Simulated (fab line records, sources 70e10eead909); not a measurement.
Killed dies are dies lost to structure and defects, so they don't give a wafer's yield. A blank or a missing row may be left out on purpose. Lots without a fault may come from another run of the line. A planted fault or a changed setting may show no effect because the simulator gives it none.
fab line records | flow nand_harc
record lots=12 wafers=36 last_day=33
route steps=1302 shown A_CONTACT@1093 A_BLC@1118 A_M0@1142 END@1302
lots that met no fault: from a run of the same line without faults
start_h: hours from the record's first day to the start of the lot's first wafer shown | wait_h: hours since the lot's step before | " the same as in the row above | L1.1+2: a row that stands for several wafers | - no value, or no start given | * or withheld: withheld | < > ~ a bound
route shown NAME@n: a module of which the file shows steps, and the number in the route of the first | usual: mean/standard deviation of fault-free wafers | same: alike in all rows | chamber/n: place in a boat | sites: the reading at each site | _std_site: their standard deviation | _edge_site: outer sites' mean less inner sites' | radius_mm: how far each site lies from the wafer's centre | mask NAME#n: copy n | behind: the tool/chamber that last shaped the wafer | hold: why the lot was held/for how many hours/how that ended | device: the transistor (n, p or np) that didn't switch | end of line: the same wafers' tests at the end of the route | a step without rows: its recipe alone | killed: dies lost to structure and defects at the first sort, not the wafer's yield | map: a wafer's dies, x killed, . not, _ none there
set.NAME: the setting as run; set.NAME@STEP: as run at that earlier step | model.NAME: the simulator's own value behind a step, which no gauge read
steps of the route over a sample of lots; a table a step, a row a wafer
services: from which hour (start_h, from the record's first day; less than 0 if before it) a tool's chamber was out of use, for how many hours, and why
## steps
# step NHARC_A_CONTACT_ETCH_98
# recipe target_depth_a=200 over_etch_frac=0.5 time_s=10 ion_energy_ev=250 c4f6_flow_sccm=25 o2_flow_sccm=20 ar_flow_sccm=500 rf_w=600 bias_w=500 chemistry=C4F6/O2
# usual drypump_motor_current_A=5.8/0.34 oes_product_au=0.952/0.019 rf_vpp_V=547/4.2 showerhead_plenum_p_Torr=3.92/0.2 throttle_valve_pct=26.904/0.0099
# columns lot.wafer tool chamber start_h wait_h drypump_motor_current_A oes_product_au rf_hours_counter_h rf_vpp_V showerhead_plenum_p_Torr throttle_valve_pct
L697.3 rie_diel-04 0 - - 5.6 0.956 50 540 3.64 26.909
L697.1 " 2 " " 5.7 0.948 45 545 3.91 26.917
L697.6 " 1 " " 5.7 0.949 - 552 4.19 26.918
L698.3 rie_diel-04 2 - - 5.7 0.949 49 546 3.91 26.920
L698.5 " 2 " " 5.7 0.948 - 546 3.91 26.887
L698.6 " 3 " " 6.3 0.949 - 546 3.86 26.913
L702.1 rie_diel-04 1 - - 5.7 0.964 10 551 4.18 26.916
L702.2 " 0 " " 5.6 0.968 11 553 4.22 26.917
L702.6 " 1 " " 5.7 0.961 - 554 4.18 26.902
L703.1 rie_diel-04 2 584.96 0.1 5.7 0.939 14 546 3.90 26.916
L703.5 " 1 " " 5.7 0.947 - 552 4.18 26.923
L703.4 " 2 " " 5.7 0.946 - 547 3.90 26.914
L704.1 rie_diel-09 1 - - 5.7 0.941 16 552 4.10 26.900
L704.4 " 2 " " 6.4 0.954 16 549 3.97 26.904
L704.6 " 0 " " 6.4 0.942 - 541 3.73 26.907
L705.2 rie_diel-09 3 - - 5.7 0.943 16 541 3.65 26.896
L705.6 " 3 " " 5.7 0.947 - 542 3.65 26.911
L705.5 " 0 " " 6.4 0.946 - 542 3.73 26.894
L712.4 rie_diel-09 0 - - 6.4 0.932 27 544 3.72 26.906
L712.6 " 0 " " 6.4 0.941 - 542 3.72 26.906
L712.5 " 1 " " 5.7 0.956 - 550 4.09 26.903
L713.4 rie_diel-07 0 674.66 - 5.5 1.006 9 551 4.18 26.897
L713.1 " 1 " " 5.7 1.001 7 544 3.77 26.915
L713.6 " 2 " " 5.4 1.005 - 542 3.70 26.884
L714.3 rie_diel-04 1 - - 5.7 0.952 43 552 4.16 26.907
L714.2 " 2 " " 5.7 0.938 45 548 3.88 26.900
L714.5 " 2 " " 5.7 0.928 - 546 3.88 26.879
L717.3 rie_diel-07 1 - - 5.7 0.950 24 543 3.76 26.919
L717.2 " 2 " " 5.4 0.991 20 541 3.69 26.912
L717.5 " 0 " " 5.4 0.940 - 551 4.18 26.906
L720.3 rie_diel-07 0 - - 5.5 0.944 32 552 4.17 26.888
L720.6 " 2 " " 5.4 0.961 - 543 3.69 26.913
L720.5 " 3 " " 5.5 0.940 - 545 3.85 26.919
L719.3 rie_diel-09 2 - - 6.4 0.939 15 547 3.95 26.906
L719.2 " 0 " " 6.4 0.941 13 541 3.71 26.916
L719.6 " 2 " " 6.4 0.931 - 547 3.95 26.921
# step NHARC_A_BLC_OVL_MEAS_11
# usual overlay_x_nm=-0.2/0.77 overlay_y_nm=0.0/1
# columns lot.wafer tool chamber start_h wait_h overlay_x_nm overlay_y_nm
L697.1 overlay-02 - 519.59 - -0.4 0.1
L697.3 " - " " 0.1 -0.4
L697.6 " - " " -0.7 0.3
L698.3 overlay-02 - 533.59 - 0.3 -1.1
L698.5 " - " " 0.4 -1.6
L698.6 " - " " 0.7 -1.2
L702.1 overlay-02 - 581.54 - 0.0 0.0
L702.2 " - " " 0.4 -0.3
L702.6 " - " " 0.2 0.1
L703.1 overlay-02 - 587.96 - -1.2 -1.0
L703.4 " - " " -1.1 -0.7
L703.5 " - " " -1.2 -0.3
L704.1 overlay-02 - 589.37 - -0.7 0.6
L704.4 " - " " -0.3 0.8
L704.6 " - " " -1.1 0.6
L705.2 overlay-02 - 595.36 - 0.2 2.1
L705.5 " - " " 0.1 2.7
L705.6 " - " " 0.1 2.4
L712.4 overlay-02 - 675.59 - 0.5 1.2
L712.5 " - " " 1.0 0.8
L712.6 " - " " 0.1 1.2
L713.1 overlay-01 - 677.78 - 1.2 0.6
L713.4 " - " " 0.8 0.5
L713.6 " - " " 0.7 0.1
L714.2 overlay-01 - 683.72 - -0.4 0.2
L714.3 " - " " -0.2 0.5
L714.5 " - " " 0.0 -0.4
L717.2 overlay-01 - 736.40 - -1.4 -1.5
L717.3 " - " " -0.7 -1.1
L717.5 " - " " -1.1 -1.6
L720.3 overlay-02 - 755.61 - 1.0 0.5
L720.5 " - " " 0.5 0.1
L720.6 " - " " 1.3 0.2
L719.2 overlay-02 - 756.38 - -0.2 -1.7
L719.3 " - " " 0.3 -1.8
L719.6 " - " " 0.1 -1.8
# step NHARC_A_M0_SOFTBAKE_04
# recipe temp_c=105 time_s=55
# usual chill_plate_temp_C=22.97/0.11 heater_power_total_W=188.48/0.15
# columns lot.wafer tool chamber start_h wait_h chill_plate_temp_C heater_power_total_W
L697.1 litho_track-04 0 523 - 23.22 188.82
L697.3 " 0 " " 23.06 188.46
L697.6 " 0 " " 23.10 188.45
L698.3 litho_track-01 0 537 - 22.93 188.51
L698.5 " 0 " " 23.00 188.71
L698.6 " 0 " " 23.12 188.42
L702.1 litho_track-06 0 585 - 23.05 188.34
L702.2 " 0 " " 23.12 188.68
L702.6 " 0 " " 22.97 188.27
L703.1 litho_track-06 0 591 - 22.77 188.52
L703.4 " 0 " " 22.85 188.39
L703.5 " 0 " " 22.82 188.78
L704.1 litho_track-01 0 592 - 22.96 188.32
L704.4 " 0 " " 22.97 188.33
L704.6 " 0 " " 23.10 188.45
L705.2 litho_track-06 0 598 - 22.92 188.36
L705.5 " 0 " " 23.01 188.48
L705.6 " 0 " " 22.95 188.40
L712.4 litho_track-01 0 679 - 23.09 193.95
L712.5 " 0 " " 22.89 194.04
L712.6 " 0 " " 22.96 194.39
L713.1 litho_track-04 0 681 - 23.06 188.48
L713.4 " 0 " " 22.96 188.38
L713.6 " 0 " " 22.97 188.60
L714.2 litho_track-01 0 687 - 22.76 194.36
L714.3 " 0 " " 22.92 194.10
L714.5 " 0 " " 22.89 194.25
L717.2 litho_track-04 0 740 - 22.84 188.32
L717.3 " 0 " " 22.91 188.80
L717.5 " 0 " " 22.91 188.29
L720.3 litho_track-04 0 759 - 23.10 188.47
L720.5 " 0 " " 23.16 188.74
L720.6 " 0 " " 23.01 188.54
L719.2 litho_track-01 0 760 - 22.95 188.32
L719.3 " 0 " " 22.98 188.41
L719.6 " 0 " " 22.81 188.33
# step NHARC_A_M0_PRE_CLEAN_29
# recipe time_s=30 temp_c=280 gas=H2/He
# usual heater_power_w=417/34
# columns lot.wafer tool chamber start_h wait_h heater_power_w
L697.1 pvd_sputter-01 - - - 468
L697.3 " - " " 468
L697.6 " - " " 457
L698.3 pvd_sputter-01 - - - 462
L698.6 " - " " 467
L698.5 " - " " 453
L702.1 pvd_sputter-02 - - - 365
L702.2 " - " " 416
L702.6 " - " " 422
L703.4 pvd_sputter-01 - - - 456
L703.1 " - " " 402
L703.5 " - " " 432
L704.4 pvd_sputter-03 - - - 444
L704.1 " - " " 432
L704.6 " - " " 450
L705.2 pvd_sputter-03 - - - 458
L705.6 " - " " 448
L705.5 " - " " 404
L712.4 pvd_sputter-02 - - - 407
L712.6 " - " " 375
L712.5 " - " " 409
L713.1 pvd_sputter-02 - - - 401
L713.4 " - " " 409
L713.6 " - " " 401
L714.3 pvd_sputter-03 - - - 403
L714.2 " - " " 393
L714.5 " - " " 433
L717.2 pvd_sputter-01 - - - 473
L717.3 " - " " 405
L717.5 " - " " 459
L720.3 pvd_sputter-02 - - - 405
L720.5 " - " " 401
L720.6 " - " " 387
L719.3 pvd_sputter-03 - - - 406
L719.2 " - " " 468
L719.6 " - " " 437
# step NHARC_END_SORT_01
# recipe temp_c=25
# usual defect_limited_yield=92/3 killed_at_array=52/20 killed_at_other=1.0/1.3 killed_at_periphery=3.7/2.2 killed_dies=57/20 killed_open=3.2/1.6 killed_short=2.4/1.6 sort_bin_2_pct=2.9/1.4 sort_bin_3_pct=0.6/0.41 sort_bin_4_pct=4.8/1.5 sort_n_pass=620/20 sort_rim_yield_pct=93/3.5 sort_yield_pct=92/3
# same gross_dies=677 sort_bin_5_pct[%]=0 sort_bin_6_pct[%]=0 sort_bin_7_pct[%]=0 sort_bin_8_pct[%]=0 sort_rim_n_gross=106.00
# columns lot.wafer tool chamber start_h wait_h defect_limited_yield[%] killed_at_array killed_at_other killed_at_periphery killed_dies killed_open killed_short sort_bin_2_pct[%] sort_bin_3_pct[%] sort_bin_4_pct[%] sort_n_pass sort_rim_yield_pct[%] sort_yield_pct[%]
L697.1 prober-01 0 564.44 2.5 92 48 1 2 51 2 3 2.2 0.7 4.6 626 93 92
L697.3 prober-01 0 566.06 3.1 92 48 3 3 54 4 3 2.7 0.4 4.9 623 93 92
L697.6 prober-01 0 568.48 4.0 92 48 0 4 52 6 7 2.5 1.0 4.1 625 89 92
L698.3 prober-01 0 578.81 3.1 89 69 2 4 75 1 3 3.2 1.0 6.8 602 90 89
L698.5 prober-01 0 580.44 3.8 91 57 1 2 60 4 0 3.5 0.6 4.7 617 89 91
L698.6 prober-01 0 581.25 4.1 91 56 2 0 58 5 3 2.5 0.1 5.9 619 94 91
L702.1 prober-02 0 624.40 2.5 89 69 0 5 74 3 2 3.7 0.1 7.1 603 89 89
L702.2 prober-02 0 625.19 2.8 91 59 1 3 63 1 2 4.4 1.0 3.8 614 95 91
L702.6 prober-02 0 628.35 3.9 89 75 0 0 75 3 1 4.4 0.7 5.9 602 90 89
L703.1 prober-01 0 632.63 2.5 84 101 1 3 105 4 1 4.9 1.8 8.9 572 83 84
L703.4 prober-01 0 635.00 3.4 87 80 0 5 85 2 1 6.9 1.0 4.6 592 87 87
L703.5 prober-01 0 635.80 3.7 89 70 0 4 74 5 0 5.8 0.6 4.6 603 86 89
L704.1 prober-02 0 632.64 2.5 96 23 4 3 30 3 0 1.3 0.3 2.8 647 97 96
L704.4 prober-02 0 635.08 3.4 96 20 0 5 25 5 4 1.3 0.3 2.1 652 94 96
L704.6 prober-02 0 636.70 4.1 96 28 1 1 30 5 1 2.1 0 2.4 647 98 96
L705.2 prober-01 0 641.21 2.8 90 61 1 4 66 5 5 3.2 0.9 5.6 611 90 90
L705.5 prober-01 0 643.60 3.7 92 54 0 3 57 1 3 3.2 0.4 4.7 620 92 92
L705.6 prober-01 0 644.40 4.0 92 47 1 3 51 4 1 3.2 0.7 3.5 626 94 92
L713.1 prober-02 0 719.48 2.5 93 45 0 5 50 3 1 2.5 0.7 4.1 627 98 93
L713.4 prober-02 0 721.88 3.4 94 40 0 4 44 3 5 2.1 0.1 4.3 633 96 94
L713.6 prober-02 0 723.48 4.0 92 49 1 6 56 3 2 2.5 0.9 4.9 621 99 92
L712.4 prober-01 0 721.54 3.4 90 65 2 2 69 2 1 4.3 1.3 4.6 608 90 90
L712.5 prober-01 0 722.34 3.7 90 66 0 2 68 1 4 3.4 0.6 6.1 609 91 90
L712.6 prober-01 0 723.14 4.0 91 55 2 5 62 3 2 3.0 0.3 5.9 615 92 91
L714.2 prober-01 0 727.73 2.8 87 80 1 6 87 3 1 4.3 1.3 7.2 590 92 87
L714.3 prober-01 0 728.51 3.1 87 77 0 10 87 5 4 5.6 0.6 6.6 590 90 87
L714.5 prober-01 0 730.08 3.6 89 68 0 8 76 2 3 5.6 0.7 4.9 601 92 89
L717.2 prober-01 0 778.37 2.8 92 49 5 1 55 4 4 2.7 0.6 4.9 622 94 92
L717.3 prober-01 0 779.16 3.1 92 47 1 4 52 3 0 3.7 0.7 3.2 625 96 92
L717.5 prober-01 0 780.74 3.7 93 46 1 3 50 2 2 3.0 0.1 4.3 627 96 93
L719.2 prober-01 0 800.01 2.8 91 60 0 3 63 3 4 3.0 0.4 5.9 614 96 91
L719.3 prober-01 0 800.81 3.1 93 40 1 4 45 1 2 1.6 0.4 4.6 632 99 93
L719.6 prober-01 0 803.22 4.0 90 62 0 5 67 5 3 3.4 0.7 5.8 610 92 90
L720.3 prober-02 0 800.77 3.1 92 51 1 1 53 3 3 2.7 0.4 4.7 624 93 92
L720.5 prober-02 0 802.38 3.7 94 36 0 2 38 1 3 1.9 0.1 3.5 639 95 94
L720.6 prober-02 0 803.19 4.0 94 42 0 0 42 2 4 1.8 0.1 4.3 635 94 94
# killed by level:class
L697.1 A_CHANNEL_HOLE_D2:chamber_film_flake=27 A_CONTACT:chamber_film_flake=13 A_DECK1_JOINT:chamber_film_flake=2 P_BONDPAD:geometric_particle:open=1 A_ONON_D1:geometric_particle:short=1 A_ONON_D2:geometric_particle:short=1 A_WL_FILL:geometric_particle:open=1 STARTING-WAFER:geometric_particle:short=1
L697.3 A_CHANNEL_HOLE_D2:chamber_film_flake=30 A_CONTACT:chamber_film_flake=9 THIN_TSV:chamber_film_flake=3 P_STI:geometric_particle:open=1 P_M0:geometric_particle:open=1 A_SOURCE_PLATE:geometric_particle:short=1 A_CHANNEL_FILL_D1:geometric_particle:short=1 A_WL_FILL:geometric_particle:open=1
L697.6 A_CHANNEL_HOLE_D2:chamber_film_flake=27 A_CONTACT:chamber_film_flake=10 A_CHANNEL_FILL_D1:geometric_particle:short=3 A_BLC:geometric_particle:open=3 A_ONON_D2:geometric_particle:short=2 P_CONTACT:geometric_particle:open=1 P_M0:geometric_particle:open=1 P_M0:geometric_particle:short=1
L698.3 A_SLIT:chamber_film_flake=29 A_CHANNEL_HOLE_D2:chamber_film_flake=26 A_CONTACT:chamber_film_flake=5 A_CHANNEL_FILL_D2:chamber_film_flake=3 P_ZERO_WELL:chamber_film_flake=2 A_WL_FILL:chamber_film_flake=2 THIN_TSV:chamber_film_flake=2 P_STI:geometric_particle:short=1
L698.5 A_CHANNEL_HOLE_D2:chamber_film_flake=26 A_SLIT:chamber_film_flake=23 A_CHANNEL_FILL_D2:chamber_film_flake=4 A_WL_FILL:geometric_particle:open=2 P_CONTACT:geometric_particle:open=1 A_SGD_CUT:geometric_particle:open=1 P_ZERO_WELL:chamber_film_flake=1 A_CHANNEL_HOLE_D1:chamber_film_flake=1
L698.6 A_CHANNEL_HOLE_D2:chamber_film_flake=22 A_SLIT:chamber_film_flake=20 A_CONTACT:chamber_film_flake=4 A_ONON_D1:geometric_particle:short=2 A_M0:geometric_particle:open=2 THIN_TSV:chamber_film_flake=2 A_CHANNEL_FILL_D2:geometric_particle:open=1 A_WL_FILL:geometric_particle:open=1
L702.1 A_CHANNEL_HOLE_D2:chamber_film_flake=27 A_SLIT:chamber_film_flake=26 A_CONTACT:chamber_film_flake=5 A_CHANNEL_HOLE_D1:chamber_film_flake=4 P_M0:geometric_particle:open=2 P_ZERO_WELL:chamber_film_flake=2 A_STAIRCASE:chamber_film_flake=2 A_DECK1_JOINT:geometric_particle:short=1
L702.2 A_SLIT:chamber_film_flake=27 A_CHANNEL_HOLE_D2:chamber_film_flake=18 A_STAIRCASE:chamber_film_flake=5 A_CONTACT:chamber_film_flake=3 P_GATE:chamber_film_flake=2 A_WL_FILL:chamber_film_flake=2 A_CHANNEL_HOLE_D2:geometric_particle:short=1 A_CHANNEL_FILL_D2:geometric_particle:open=1
L702.6 A_CHANNEL_HOLE_D2:chamber_film_flake=30 A_SLIT:chamber_film_flake=30 A_CHANNEL_HOLE_D1:chamber_film_flake=5 A_WL_FILL:chamber_film_flake=2 A_ONON_D1:geometric_particle:open=1 A_CHANNEL_HOLE_D2:geometric_particle:open=1 A_CHANNEL_FILL_D2:geometric_particle:short=1 A_SGD_CUT:geometric_particle:open=1
L703.1 A_CHANNEL_HOLE_D1:chamber_film_flake=30 A_CHANNEL_HOLE_D2:chamber_film_flake=28 A_SLIT:chamber_film_flake=24 A_STAIRCASE:chamber_film_flake=6 A_DECK1_JOINT:chamber_film_flake=4 A_WL_FILL:chamber_film_flake=2 A_CONTACT:chamber_film_flake=2 P_M0:geometric_particle:open=1
L704.1 A_CHANNEL_HOLE_D2:chamber_film_flake=11 A_CHANNEL_HOLE_D1:chamber_film_flake=4 THIN_TSV:chamber_film_flake=4 A_STAIRCASE:chamber_film_flake=2 A_M0:chamber_film_flake=2 P_CONTACT:geometric_particle:open=1 A_ONON_D1:geometric_particle:open=1 A_CHANNEL_HOLE_D1:geometric_particle:open=1
L703.4 A_SLIT:chamber_film_flake=27 A_CHANNEL_HOLE_D2:chamber_film_flake=27 A_CHANNEL_HOLE_D1:chamber_film_flake=12 A_CONTACT:chamber_film_flake=6 P_ZERO_WELL:chamber_film_flake=3 A_WL_FILL:chamber_film_flake=2 A_ONON_D2:geometric_particle:open=1 A_SGD_CUT:geometric_particle:short=1
L704.4 A_CHANNEL_HOLE_D2:chamber_film_flake=5 A_CHANNEL_HOLE_D1:chamber_film_flake=3 A_STAIRCASE:chamber_film_flake=3 A_M0:chamber_film_flake=3 P_CONTACT:geometric_particle:open=2 P_M1:geometric_particle:open=2 P_M0:geometric_particle:open=1 A_SOURCE_PLATE:geometric_particle:short=1
L703.5 A_CHANNEL_HOLE_D1:chamber_film_flake=23 A_SLIT:chamber_film_flake=20 A_CHANNEL_HOLE_D2:chamber_film_flake=13 A_CONTACT:chamber_film_flake=5 P_ZERO_WELL:chamber_film_flake=2 A_STAIRCASE:chamber_film_flake=2 A_CHANNEL_FILL_D1:geometric_particle:open=1 A_DECK1_JOINT:geometric_particle:open=1
L704.6 A_CHANNEL_HOLE_D2:chamber_film_flake=7 A_CHANNEL_HOLE_D1:chamber_film_flake=6 A_STAIRCASE:chamber_film_flake=4 A_CONTACT:geometric_particle:open=2 A_CHANNEL_FILL_D1:chamber_film_flake=2 A_CONTACT:chamber_film_flake=2 A_M0:chamber_film_flake=2 P_CONTACT:geometric_particle:open=1
L705.2 A_CHANNEL_HOLE_D1:chamber_film_flake=29 A_CHANNEL_HOLE_D2:chamber_film_flake=16 A_STAIRCASE:chamber_film_flake=3 A_SLIT:chamber_film_flake=3 P_CONTACT:geometric_particle:open=2 A_CHANNEL_FILL_D2:geometric_particle:short=2 A_CONTACT:chamber_film_flake=2 P_M1:geometric_particle:open=1
L705.5 A_CHANNEL_HOLE_D1:chamber_film_flake=28 A_CHANNEL_HOLE_D2:chamber_film_flake=17 A_STAIRCASE:chamber_film_flake=3 P_ZERO_WELL:chamber_film_flake=2 A_CHANNEL_HOLE_D1:geometric_particle:short=1 A_CHANNEL_FILL_D1:geometric_particle:short=1 A_DECK1_JOINT:geometric_particle:open=1 A_ONON_D2:geometric_particle:short=1
L705.6 A_CHANNEL_HOLE_D1:chamber_film_flake=30 A_CHANNEL_HOLE_D2:chamber_film_flake=11 P_ZERO_WELL:chamber_film_flake=2 A_SOURCE_PLATE:geometric_particle:open=1 A_CHANNEL_FILL_D1:geometric_particle:short=1 A_DECK1_JOINT:geometric_particle:open=1 A_CHANNEL_HOLE_D2:geometric_particle:open=1 A_CHANNEL_FILL_D2:geometric_particle:open=1
L713.1 A_CHANNEL_HOLE_D2:chamber_film_flake=25 A_CHANNEL_HOLE_D1:chamber_film_flake=8 P_STI:chamber_film_flake=2 P_M2:chamber_film_flake=2 A_CHANNEL_FILL_D1:chamber_film_flake=2 A_DECK1_JOINT:chamber_film_flake=2 A_CONTACT:chamber_film_flake=2 P_M0:geometric_particle:open=1
L712.4 A_CHANNEL_HOLE_D1:chamber_film_flake=26 A_CHANNEL_HOLE_D2:chamber_film_flake=22 A_CONTACT:chamber_film_flake=7 A_STAIRCASE:chamber_film_flake=3 A_SLIT:chamber_film_flake=3 THIN_TSV:chamber_film_flake=2 A_CHANNEL_HOLE_D1:geometric_particle:short=1 A_ONON_D2:geometric_particle:open=1
L713.4 A_CHANNEL_HOLE_D2:chamber_film_flake=16 A_CHANNEL_HOLE_D1:chamber_film_flake=7 A_CONTACT:chamber_film_flake=4 A_M0:geometric_particle:short=2 P_STI:chamber_film_flake=2 A_CHANNEL_FILL_D1:chamber_film_flake=2 A_SLIT:chamber_film_flake=2 P_GATE:geometric_particle:open=1
L712.5 A_CHANNEL_HOLE_D1:chamber_film_flake=23 A_CHANNEL_HOLE_D2:chamber_film_flake=18 A_CONTACT:chamber_film_flake=11 A_STAIRCASE:chamber_film_flake=6 P_STI:chamber_film_flake=2 A_SLIT:chamber_film_flake=2 A_ONON_D1:geometric_particle:short=1 A_DECK1_JOINT:geometric_particle:short=1
L712.6 A_CHANNEL_HOLE_D1:chamber_film_flake=25 A_CHANNEL_HOLE_D2:chamber_film_flake=19 A_CONTACT:chamber_film_flake=6 P_ZERO_WELL:chamber_film_flake=2 THIN_TSV:chamber_film_flake=2 P_CONTACT:geometric_particle:short=1 P_CONTACT:geometric_particle:open=1 A_CHANNEL_FILL_D1:geometric_particle:open=1
L713.6 A_CHANNEL_HOLE_D2:chamber_film_flake=28 A_SLIT:chamber_film_flake=7 A_CHANNEL_HOLE_D1:chamber_film_flake=5 A_CONTACT:chamber_film_flake=4 P_M2:chamber_film_flake=2 A_DECK1_JOINT:chamber_film_flake=2 P_STI:geometric_particle:short=1 P_CONTACT:geometric_particle:open=1
L714.2 A_SLIT:chamber_film_flake=36 A_CHANNEL_HOLE_D1:chamber_film_flake=32 A_CHANNEL_FILL_D1:chamber_film_flake=3 A_STAIRCASE:chamber_film_flake=3 A_CONTACT:chamber_film_flake=3 P_STI:chamber_film_flake=2 P_CONTACT:chamber_film_flake=2 P_CONTACT:geometric_particle:open=1
L714.3 A_CHANNEL_HOLE_D1:chamber_film_flake=32 A_SLIT:chamber_film_flake=31 P_STI:chamber_film_flake=6 A_CONTACT:chamber_film_flake=5 A_CHANNEL_FILL_D2:geometric_particle:open=2 P_GATE:chamber_film_flake=2 P_CONTACT:geometric_particle:open=1 A_ONON_D1:geometric_particle:short=1
L714.5 A_SLIT:chamber_film_flake=32 A_CHANNEL_HOLE_D1:chamber_film_flake=23 P_STI:chamber_film_flake=4 A_CONTACT:chamber_film_flake=4 A_CHANNEL_FILL_D1:chamber_film_flake=3 P_GATE:chamber_film_flake=2 P_M0:geometric_particle:short=1 A_SOURCE_PLATE:geometric_particle:open=1
L717.2 A_SLIT:chamber_film_flake=31 A_CHANNEL_HOLE_D1:unspecified=3 A_CONTACT:chamber_film_flake=3 THIN_TSV:chamber_film_flake=3 A_ONON_D1:geometric_particle:open=1 A_CHANNEL_HOLE_D1:geometric_particle:short=1 A_CHANNEL_FILL_D1:geometric_particle:short=1 A_DECK1_JOINT:geometric_particle:open=1
L717.3 A_SLIT:chamber_film_flake=34 A_BLC:chamber_film_flake=3 A_CONTACT:chamber_film_flake=3 P_GATE:chamber_film_flake=2 A_CHANNEL_FILL_D2:chamber_film_flake=2 P_GATE:geometric_particle:open=1 A_CHANNEL_FILL_D1:geometric_particle:open=1 A_BLC:geometric_particle:open=1
L717.5 A_SLIT:chamber_film_flake=29 A_CONTACT:chamber_film_flake=4 A_CHANNEL_HOLE_D1:unspecified=3 A_CHANNEL_FILL_D2:chamber_film_flake=3 P_GATE:chamber_film_flake=2 A_CHANNEL_HOLE_D1:chamber_film_flake=2 P_CONTACT:geometric_particle:open=1 A_CHANNEL_FILL_D1:geometric_particle:short=1
L719.2 A_CHANNEL_HOLE_D2:chamber_film_flake=32 A_CONTACT:chamber_film_flake=10 A_SLIT:chamber_film_flake=8 P_GATE:chamber_film_flake=2 A_STAIRCASE:chamber_film_flake=2 A_M1:chamber_film_flake=2 P_GATE:geometric_particle:open=1 A_ONON_D1:geometric_particle:open=1
L720.3 A_CHANNEL_HOLE_D1:chamber_film_flake=24 A_SLIT:chamber_film_flake=10 A_STAIRCASE:chamber_film_flake=5 A_CHANNEL_HOLE_D2:chamber_film_flake=4 A_WL_FILL:chamber_film_flake=2 P_M1:geometric_particle:short=1 A_CHANNEL_HOLE_D1:geometric_particle:open=1 A_ONON_D2:geometric_particle:short=1
L719.3 A_CHANNEL_HOLE_D2:chamber_film_flake=27 A_CONTACT:chamber_film_flake=4 A_SLIT:chamber_film_flake=4 P_GATE:chamber_film_flake=3 P_GATE:geometric_particle:short=1 A_ONON_D1:geometric_particle:short=1 A_WL_FILL:geometric_particle:open=1 A_CHANNEL_FILL_D1:chamber_film_flake=1
L720.5 A_CHANNEL_HOLE_D1:chamber_film_flake=21 A_SLIT:chamber_film_flake=7 A_CONTACT:chamber_film_flake=4 A_CHANNEL_FILL_D2:geometric_particle:short=2 P_CONTACT:geometric_particle:short=1 A_CHANNEL_FILL_D1:geometric_particle:open=1 P_STI:chamber_film_flake=1 A_STAIRCASE:chamber_film_flake=1
L720.6 A_CHANNEL_HOLE_D1:chamber_film_flake=19 A_SLIT:chamber_film_flake=8 A_STAIRCASE:chamber_film_flake=4 A_ONON_D1:geometric_particle:short=2 A_CHANNEL_HOLE_D2:chamber_film_flake=2 A_SOURCE_PLATE:geometric_particle:short=1 A_ONON_D2:geometric_particle:open=1 A_CHANNEL_FILL_D2:geometric_particle:open=1
L719.6 A_CHANNEL_HOLE_D2:chamber_film_flake=27 A_CONTACT:chamber_film_flake=12 A_SLIT:chamber_film_flake=11 P_GATE:chamber_film_flake=3 A_STAIRCASE:chamber_film_flake=3 A_ONON_D1:geometric_particle:open=2 P_CONTACT:geometric_particle:short=1 A_ONON_D1:geometric_particle:short=1
## services
# columns tool chamber start_h hours kind
rie_diel-09 - 497.44 9.0 pm
pvd_sputter-02 - 505.00 23.0 repair
litho_track-01 - 505.00 7.0 pm
pvd_sputter-03 - 526.01 10.0 pm
rie_diel-04 - 532.15 9.0 pm
pvd_sputter-02 - 540.03 2.4 repair
litho_track-04 - 553.00 7.0 pm
pvd_sputter-01 - 553.21 1.1 repair
rie_diel-04 1 558.39 3.9 repair
pvd_sputter-03 - 578.29 5.6 repair
pvd_sputter-01 - 582.00 10.0 pm
pvd_sputter-03 - 622.00 1.2 repair
rie_diel-09 - 626.52 6.0 repair
pvd_sputter-02 - 626.80 3.5 repair
pvd_sputter-01 - 634.66 4.1 repair
rie_diel-09 2 648.15 3.2 repair
pvd_sputter-02 - 658.26 10.0 pm
litho_track-01 - 680.00 7.0 pm
pvd_sputter-03 - 704.01 10.0 pm
rie_diel-04 - 709.15 9.0 pm
litho_track-04 - 728.00 7.0 pm
rie_diel-04 3 732.54 9.0 repair
pvd_sputter-01 - 741.89 9.3 repair
pvd_sputter-01 - 760.00 10.0 pm
## key
first_sign step=NHARC_A_M0_SOFTBAKE_04 reading=heater_power_total_W direction=up sigmas=39 usual=* struck=*
effect none on later readings
met_at NHARC_A_M0_SOFTBAKE_04
struck_lots L712,L714
loop_trim step=NHARC_A_M0_EXPOSE_06 setting=dose lots=L714
not_acting_at NHARC_A_CONTACT_ETCH_98,NHARC_A_BLC_OVL_MEAS_11,NHARC_A_M0_PRE_CLEAN_29
onset_between 592 679
fault kind=process_parameter_drift tool=litho_track-01 chamber=- onset_h=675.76 steps=NHARC_A_M0_SOFTBAKE_04 channel=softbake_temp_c offset=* shape=step end_h=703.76 acts_in=* stated=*
# loop_trim: a control loop set the setting to another value than it would have without faults
